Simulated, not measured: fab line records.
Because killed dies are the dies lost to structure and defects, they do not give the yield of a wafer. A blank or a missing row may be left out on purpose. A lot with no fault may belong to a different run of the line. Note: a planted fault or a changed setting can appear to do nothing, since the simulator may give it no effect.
Split-lot experiment :: flow n5Finfet :: route with 1938 steps; 7 lots, 39 wafers read

THE SPLIT
At N5_FIN_SAQP_HM_DEP_72 (deposits SiO2 from SiH4/N2O, target thk 12 nm, time 7.2 s), the setting targetThkA was moved away from the recipe's 120 angstrom on 6 of the 39 wafers read, by -41.3% to -29.9%. The other wafers ran this setting at the recipe's value.

FROM THE SPLIT TO THE READING: what the file shows between them, 4 steps
- N5_FIN_SAQP_COAT_49: time 60 s, resist thk 100 nm
- N5_FIN_SAQP_COAT_50: time 60 s, resist thk 35 nm
- N5_FIN_SAQP_ETCH_52: etches SOC in N2/H2, target depth 100 nm, overetch 20 nm, time 150 s
- N5_FIN_SAQP_STRIP_53: strips in N2/H2

THE READING
etch.depthNm (the simulator's own value, which no gauge read), in nm, at N5_FIN_SAQP_HM_OPEN_73 (chemistry CHF3/O2, target SiO2, stops on a-Si, target depth 12 nm, time 16.8 s). There is no usual value for it anywhere in the file. Here, 33 wafers ran the recipe; their average is 11.923 nm with a standard deviation of 0.19 nm.

wafer: L074.1
tool, chamber at the split: pecvd-01, 0
targetThkA as run, angstrom: 120
against the recipe: recipe
etch.depthNm, nm: 11.64
against lot-mates on the recipe: -

wafer: L074.2
tool, chamber at the split: pecvd-01, 1
targetThkA as run, angstrom: 120
against the recipe: recipe
etch.depthNm, nm: 11.54
against lot-mates on the recipe: -

wafer: L074.3
tool, chamber at the split: pecvd-01, 1
targetThkA as run, angstrom: 120
against the recipe: recipe
etch.depthNm, nm: 11.7
against lot-mates on the recipe: -

wafer: L074.4
tool, chamber at the split: pecvd-01, 0
targetThkA as run, angstrom: 120
against the recipe: recipe
etch.depthNm, nm: 11.97
against lot-mates on the recipe: -

wafer: L074.5
tool, chamber at the split: pecvd-01, 1
targetThkA as run, angstrom: 120
against the recipe: recipe
etch.depthNm, nm: 11.81
against lot-mates on the recipe: -

wafer: L074.6
tool, chamber at the split: pecvd-01, 0
targetThkA as run, angstrom: 120
against the recipe: recipe
etch.depthNm, nm: 11.77
against lot-mates on the recipe: -

wafer: L075.2
tool, chamber at the split: pecvd-01, 0
targetThkA as run, angstrom: 120
against the recipe: recipe
etch.depthNm, nm: 11.65
against lot-mates on the recipe: -

wafer: L075.3
tool, chamber at the split: pecvd-01, 0
targetThkA as run, angstrom: 120
against the recipe: recipe
etch.depthNm, nm: 11.84
against lot-mates on the recipe: -

wafer: L075.6
tool, chamber at the split: pecvd-01, 0
targetThkA as run, angstrom: 120
against the recipe: recipe
etch.depthNm, nm: 12.14
against lot-mates on the recipe: -

wafer: L078.1
tool, chamber at the split: pecvd-01, 1
targetThkA as run, angstrom: 120
against the recipe: recipe
etch.depthNm, nm: 11.63
against lot-mates on the recipe: -

wafer: L078.2
tool, chamber at the split: pecvd-01, 0
targetThkA as run, angstrom: 120
against the recipe: recipe
etch.depthNm, nm: 11.76
against lot-mates on the recipe: -

wafer: L078.3
tool, chamber at the split: pecvd-01, 0
targetThkA as run, angstrom: 120
against the recipe: recipe
etch.depthNm, nm: 12.05
against lot-mates on the recipe: -

wafer: L078.4
tool, chamber at the split: pecvd-01, 1
targetThkA as run, angstrom: 120
against the recipe: recipe
etch.depthNm, nm: 11.89
against lot-mates on the recipe: -

wafer: L078.5
tool, chamber at the split: pecvd-01, 1
targetThkA as run, angstrom: 120
against the recipe: recipe
etch.depthNm, nm: 11.84
against lot-mates on the recipe: -

wafer: L078.6
tool, chamber at the split: pecvd-01, 0
targetThkA as run, angstrom: 120
against the recipe: recipe
etch.depthNm, nm: 11.92
against lot-mates on the recipe: -

wafer: L079.1
tool, chamber at the split: pecvd-03, 2
targetThkA as run, angstrom: 120
against the recipe: recipe
etch.depthNm, nm: 12.18
against lot-mates on the recipe: -

wafer: L079.2
tool, chamber at the split: pecvd-03, 0
targetThkA as run, angstrom: 120
against the recipe: recipe
etch.depthNm, nm: 12.14
against lot-mates on the recipe: -

wafer: L079.3
tool, chamber at the split: pecvd-03, 1
targetThkA as run, angstrom: 120
against the recipe: recipe
etch.depthNm, nm: 11.83
against lot-mates on the recipe: -

wafer: L079.4
tool, chamber at the split: pecvd-03, 0
targetThkA as run, angstrom: 120
against the recipe: recipe
etch.depthNm, nm: 12.09
against lot-mates on the recipe: -

wafer: L079.5
tool, chamber at the split: pecvd-03, 1
targetThkA as run, angstrom: 120
against the recipe: recipe
etch.depthNm, nm: 11.91
against lot-mates on the recipe: -

wafer: L079.6
tool, chamber at the split: pecvd-03, 2
targetThkA as run, angstrom: 120
against the recipe: recipe
etch.depthNm, nm: 12.04
against lot-mates on the recipe: -

wafer: L083.1
tool, chamber at the split: pecvd-04, 0
targetThkA as run, angstrom: 120
against the recipe: recipe
etch.depthNm, nm: 12.04
against lot-mates on the recipe: -

wafer: L083.2
tool, chamber at the split: pecvd-04, 1
targetThkA as run, angstrom: 84.07
against the recipe: -29.9%
etch.depthNm, nm: 8.37
against lot-mates on the recipe: -3.813

wafer: L083.3
tool, chamber at the split: pecvd-04, 2
targetThkA as run, angstrom: 84.07
against the recipe: -29.9%
etch.depthNm, nm: 8.328
against lot-mates on the recipe: -3.855

wafer: L083.4
tool, chamber at the split: pecvd-04, 1
targetThkA as run, angstrom: 84.07
against the recipe: -29.9%
etch.depthNm, nm: 8.499
against lot-mates on the recipe: -3.684

wafer: L083.5
tool, chamber at the split: pecvd-04, 0
targetThkA as run, angstrom: 120
against the recipe: recipe
etch.depthNm, nm: 12.36
against lot-mates on the recipe: -

wafer: L083.6
tool, chamber at the split: pecvd-04, 2
targetThkA as run, angstrom: 120
against the recipe: recipe
etch.depthNm, nm: 12.15
against lot-mates on the recipe: -

wafer: L092.1
tool, chamber at the split: pecvd-03, 1
targetThkA as run, angstrom: 70.45
against the recipe: -41.3%
etch.depthNm, nm: 6.903
against lot-mates on the recipe: -5.190

wafer: L092.2
tool, chamber at the split: pecvd-03, 2
targetThkA as run, angstrom: 70.45
against the recipe: -41.3%
etch.depthNm, nm: 6.935
against lot-mates on the recipe: -5.158

wafer: L092.3
tool, chamber at the split: pecvd-03, 1
targetThkA as run, angstrom: 120
against the recipe: recipe
etch.depthNm, nm: 12.04
against lot-mates on the recipe: -

wafer: L092.4
tool, chamber at the split: pecvd-03, 2
targetThkA as run, angstrom: 70.45
against the recipe: -41.3%
etch.depthNm, nm: 7.205
against lot-mates on the recipe: -4.888

wafer: L092.5
tool, chamber at the split: pecvd-03, 2
targetThkA as run, angstrom: 120
against the recipe: recipe
etch.depthNm, nm: 12.14
against lot-mates on the recipe: -

wafer: L092.6
tool, chamber at the split: pecvd-03, 1
targetThkA as run, angstrom: 120
against the recipe: recipe
etch.depthNm, nm: 12.1
against lot-mates on the recipe: -

wafer: L097.1
tool, chamber at the split: pecvd-03, 0
targetThkA as run, angstrom: 120
against the recipe: recipe
etch.depthNm, nm: 11.76
against lot-mates on the recipe: -

wafer: L097.2
tool, chamber at the split: pecvd-03, 1
targetThkA as run, angstrom: 120
against the recipe: recipe
etch.depthNm, nm: 11.78
against lot-mates on the recipe: -

wafer: L097.3
tool, chamber at the split: pecvd-03, 2
targetThkA as run, angstrom: 120
against the recipe: recipe
etch.depthNm, nm: 11.79
against lot-mates on the recipe: -

wafer: L097.4
tool, chamber at the split: pecvd-03, 1
targetThkA as run, angstrom: 120
against the recipe: recipe
etch.depthNm, nm: 11.87
against lot-mates on the recipe: -

wafer: L097.5
tool, chamber at the split: pecvd-03, 0
targetThkA as run, angstrom: 120
against the recipe: recipe
etch.depthNm, nm: 12.18
against lot-mates on the recipe: -

wafer: L097.6
tool, chamber at the split: pecvd-03, 2
targetThkA as run, angstrom: 120
against the recipe: recipe
etch.depthNm, nm: 11.9
against lot-mates on the recipe: -

FIT RESULTS
A straight line over all 39 wafers: etch.depthNm changes by +0.118 nm for each +1% of targetThkA; r = +0.99; the points scatter about the line by 0.19 nm.
The same after taking each lot's own level away (the mean of its wafers on the recipe; 39 wafers): +0.124 nm for each +1%; r = +1.00; scatter 0.14 nm.
According to that fit, moving targetThkA by its largest amount changes the reading by 5.1 nm.
Measured against the standard deviation above, the lots' own levels, which go from 11.7383 to 12.1833 nm, span 2.3 times it.
The two slopes are in agreement: the lot-to-lot level therefore moves the slope only a little.
Check: -5.11 nm against its lot-mates is what the line predicts for one of the wafers moved furthest among these (-41.3%) when that wafer is left out of the fit. Against them it came out at -5.19 nm.

THESE WAFERS: OTHER SPLITS
Note: prior to the reading, these wafers also went through further splits. Each is held against what the fit with the lots' levels taken away leaves over:
other split on the same wafers: N5_ZERO_LAYER_DEVELOP_10 developTimeS
wafers away from the commonest value: 12
r with etch.depthNm (lot level and that fit taken away): -0.08

THE WHOLE CHAIN: every reading that the file lists as answering this split, in the file's order
step: N5_FIN_SAQP_HM_DEP_72
what it does: deposits SiO2 from SiH4/N2O, target thk 12 nm, time 7.2 s
reading: SiO2_of_FIN_SAQP_HM_DEP_72.thkNm (the simulator's own value, which no gauge read)
change (the file's fit): +0.124 nm for each +1% of the setting
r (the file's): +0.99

step: N5_FIN_SAQP_HM_OPEN_73
what it does: chemistry CHF3/O2, target SiO2, stops on a-Si, target depth 12 nm, time 16.8 s
reading: etch.depthNm (the simulator's own value, which no gauge read)
change (the file's fit): +0.124 nm for each +1% of the setting
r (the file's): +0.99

FILE'S OWN FIT
etch.depthNm changes by +0.124 nm for each +1% of targetThkA, r = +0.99.
